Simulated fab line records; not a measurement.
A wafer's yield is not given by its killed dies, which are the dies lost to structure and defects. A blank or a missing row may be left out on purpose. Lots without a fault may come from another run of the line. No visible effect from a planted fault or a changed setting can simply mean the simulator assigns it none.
Struck lot and sound lot, side by side -- flow n5Finfet -- 35 steps out of a route of 1938
Sound: the wafers L741.1, L741.2, L741.4. Wafers struck: L744.2, L744.3, L744.4. The cause is named last.
Order at every step that has rows: each side's tool, ch and its chambers, its first start. Under that, the readings that differ: sound wafers -- struck wafers -- difference of the means -- sigmas: that difference in standard deviations of wafers without a fault.
alike: words and numbers the same on both sides, and readings whose means are apart by under 2 such deviations; not compared: readings that were withheld, readings missing a value for some wafer, numbers with overlapping values and no deviation given by the record, and bounds like >300 which may hide the same value.
Wherever a step has rows on one side only, a row that says differs or no value, or a row with sigmas, the two part there. Non-overlapping numbers with no deviation appear without sigmas and do not part them. A reading that every wafer of one side lacks parts them only if that side has two wafers or more.

first, 9 steps without rows for these wafers: N5_BEOL_M1_ILD_DEP_00 (deposits SiOC from DEMS/O2, target thk 79 nm, time 15.3 s); N5_BEOL_M1_PECVD_72 (deposits SiO2 from TEOS/O2, target thk 16 nm, time 18 s); N5_BEOL_M1_HM_DEP_02 (deposits TiN, target thk 20 nm); N5_BEOL_M1_COAT_61 (time 60 s, resist thk 60 nm); N5_BEOL_M1_COAT_62 (time 60 s, resist thk 12 nm); N5_BEOL_M1_COAT_73 (time 60 s, resist thk 5 nm); N5_BEOL_M1_COAT_05 (resist thk 30 nm); N5_BEOL_M1_EBR_07; N5_BEOL_M1_SOFTBAKE_06 (time 60 s).
N5_BEOL_M1_EXPOSE_08: exposes mask M1.
  sound on euvScanner-01 ch 0, day 9 01:38; struck on euvScanner-01 ch 0, day 9 16:02
reading,sound,struck,difference,sigmas
model.BEOL_M1.overlayXNm (nm),0.4 0.4 0.4,13 13 13,+13,
  alike: mask
then, 2 steps without rows for these wafers: N5_BEOL_M1_PEB_09 (peb time 60 s); N5_BEOL_M1_DEVELOP_10 (develop time 30 s).
N5_BEOL_M1_OVL_MEAS_12:
  sound on overlay-02 ch 0, day 9 01:47; struck on overlay-02 ch 0, day 9 16:11
reading,sound,struck,difference,sigmas
M1_OVL (nm),0.7 1.0 -0.4,12.5 13.0 12.8,+12.3,+18
then, 20 steps without rows for these wafers: N5_BEOL_M1_DESCUM_16 (chemistry O2, time 7 s); N5_BEOL_M1_ETCH_74 (etches underlayer in N2/H2, target depth 6.5 nm, time 5.2 s); N5_BEOL_M1_ETCH_63 (etches SiARC in CF4, target depth 15.6 nm, time 26 s); N5_BEOL_M1_ETCH_64 (etches SOC in N2/H2, target depth 75 nm, overetch 15 nm, time 112.5 s); N5_BEOL_M1_STRIP_65 (strips in N2/H2); N5_BEOL_M1_STRIP_75 (strips in N2/H2); N5_BEOL_M1_STRIP_66 (strips in CF4); N5_BEOL_M1_HM_OPEN_17 (chemistry Cl2/BCl3, target TiN, target depth 20 nm, overetch 6 nm); N5_BEOL_M1_STRIP_19 (strips in O2); N5_BEOL_M1_COAT_67 (time 60 s, resist thk 60 nm); N5_BEOL_M1_COAT_68 (time 60 s, resist thk 12 nm); N5_BEOL_M1_COAT_76 (time 60 s, resist thk 5 nm); N5_BEOL_M1_COAT_22 (resist thk 30 nm); N5_BEOL_M1_EBR_24; N5_BEOL_M1_SOFTBAKE_23 (time 60 s); N5_BEOL_M1_EXPOSE_25 (exposes mask V0, defocus 5 nm, target cd 24 nm); N5_BEOL_M1_PEB_26 (peb time 60 s); N5_BEOL_M1_DEVELOP_27 (develop time 30 s); N5_BEOL_M1_DESCUM_33 (chemistry O2, time 7 s); N5_BEOL_M1_ETCH_77 (etches underlayer in N2/H2, target depth 6.5 nm, time 5.2 s).
N5_BEOL_M4_RC_MEAS_101:
  sound on prober-01 ch 0, day 11 02:17; struck on prober-02 ch 0, day 11 15:04
reading,sound,struck,difference,sigmas
ION_N (uA/um),673 679 642,684 685 704,+26,+2
  alike: DIBL_N, DIBL_P, IOFF_N, IOFF_P, ION_P, SS_N, SS_P, VT_N, VT_P
-- a jump in the record: the struck wafers' starts before and after are 4 days apart (it breaks off in module BEOL_M4 and resumes in module PASSIVATION, where the first step shown is number 1936 of the route) --
N5_PASSIVATION_PROBE_49:
  rows exist in the record for the struck wafers here (prober-02, day 15 23:02), but not for the sound ones

WHERE THEY PART
At N5_BEOL_M1_OVL_MEAS_12 first; at N5_PASSIVATION_PROBE_49 last (within this record only).

WHY: what had been put in by the simulator
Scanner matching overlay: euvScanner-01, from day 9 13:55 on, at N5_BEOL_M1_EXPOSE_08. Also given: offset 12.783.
